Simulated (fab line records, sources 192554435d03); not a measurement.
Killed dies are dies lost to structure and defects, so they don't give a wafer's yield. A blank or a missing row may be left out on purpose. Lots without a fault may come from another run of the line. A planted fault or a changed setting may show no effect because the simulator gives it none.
Chamber matching | flow n5_finfet | N5_BEOL_M5_PECVD_70 on pecvd-01: 3 sister chambers
The step deposits SiO2 from TEOS/O2, target thk 16 nm, time 18 s. 14 wafers are shown with their chamber, then 7 later ones without.

WAFERS WITH THEIR CHAMBER
wafer  | chamber | showerhead_plenum_p_Torr (Torr) | heater_power_w (W) | throttle_valve_pct (%)
L079.2 | 2       | 8.82                            | 671                | 25.2
L079.4 | 0       | 8.74                            | 791                | 24.5
L079.5 | 1       | 8.75                            | 702                | 23.7
L081.1 | 1       | 8.72                            | 622                | 23.8
L081.3 | 1       | 8.73                            | 606                | 23.5
L081.5 | 1       | 8.73                            | 621                | 23.6
L082.1 | 0       | 8.74                            | 753                | 24.3
L082.4 | 1       | 8.75                            | 669                | 23.6
L082.5 | 1       | 8.73                            | 678                | 23.6
L083.2 | 1       | 8.75                            | 663                | 23.7
L083.5 | 0       | 8.78                            | 742                | 24.4
L083.6 | 1       | 8.75                            | 652                | 23.6
L087.1 | 1       | 8.75                            | 688                | 23.8
L087.3 | 2       | 8.80                            | 689                | 21.5

SIGNATURES (means of the wafers above)
reading                  | chamber 0 | chamber 1 | chamber 2 | scatter within a chamber
showerhead_plenum_p_Torr | 8.7533    | 8.7400    | 8.8100    | 0.015
heater_power_w           | 762.00    | 655.67    | 680.00    | 30.5
throttle_valve_pct       | 24.400    | 23.656    | 23.350    | 0.795
Rule: a wafer's distance from a chamber is the root of the sum, over the readings, of the square of ((its reading less the chamber's mean) divided by the reading's scatter). The wafer belongs to the nearest chamber; if the next one is less than 2 further off, it can't be placed. The scatter: the root of (the sum of the squares of (reading less its chamber's mean) over the shown wafers, divided by (wafers less chambers)).

WAFERS WITHOUT THEIR CHAMBER
wafer  | showerhead_plenum_p_Torr (Torr) | heater_power_w (W) | throttle_valve_pct (%)
L087.5 | 8.82                            | 688                | 21.4
L095.3 | 8.82                            | 710                | 21.9
L095.4 | 8.75                            | 569                | 23.4
L095.5 | 8.81                            | 706                | 21.7
L097.1 | 8.74                            | 643                | 23.7
L097.2 | 8.73                            | 819                | 25.1
L097.3 | 8.81                            | 781                | 21.8

WHICH CHAMBER EACH WENT THROUGH
wafer  | from the rows above     | in truth
L087.5 | 2                       | 2
L095.3 | 2                       | 2
L095.4 | 1                       | 1
L095.5 | 2                       | 2
L097.1 | 1                       | 1
L097.2 | 0                       | 0
L097.3 | can't be placed: 2 or 0 | 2
Placed correctly: 6 of 7. Can't be placed from these rows: 1 (the true chamber is among the candidates in 1). Placed wrongly: 0.
